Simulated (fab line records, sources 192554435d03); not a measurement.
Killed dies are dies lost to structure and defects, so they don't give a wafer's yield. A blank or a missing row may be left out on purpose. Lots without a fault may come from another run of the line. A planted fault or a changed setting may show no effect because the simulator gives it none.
Chamber matching | flow n5_finfet | N5_BEOL_M1_ETCH_74 on rie_diel-06: 4 sister chambers
The step etches underlayer in N2/H2, target depth 6.5 nm, time 5.2 s. 4 wafers are shown with their chamber, then 7 later ones without.

WAFERS WITH THEIR CHAMBER
wafer  | chamber | showerhead_plenum_p_Torr (Torr)
L079.5 | 2       | 2.51
L087.6 | 1       | 2.70
L088.1 | 0       | 2.42
L088.2 | 3       | 2.64

WAFERS WITHOUT THEIR CHAMBER
wafer  | showerhead_plenum_p_Torr (Torr)
L088.5 | 2.64
L092.1 | 2.42
L092.2 | 2.70
L092.5 | 2.64
L097.1 | 2.63
L097.4 | 2.49
L097.5 | 2.69

WHICH CHAMBER EACH WENT THROUGH
wafer  | from the rows above | in truth
L088.5 | 3                   | 3
L092.1 | 0                   | 0
L092.2 | 1                   | 1
L092.5 | 3                   | 3
L097.1 | 3                   | 3
L097.4 | 2                   | 2
L097.5 | 1                   | 1
Placed correctly: 7 of 7. Can't be placed from these rows: 0. Placed wrongly: 0.
How it was worked out, from the rows above alone: a wafer's distance from a chamber is the root of the sum, over the readings, of the square of ((its reading less the chamber's mean) divided by the reading's scatter). The wafer belongs to the nearest chamber; if the next one is less than 2 further off, it can't be placed. A chamber's mean is the mean of its shown wafers. The scatter: with one shown wafer a chamber, the root of the mean of the squares of how far each hidden wafer lies from its nearest shown one.
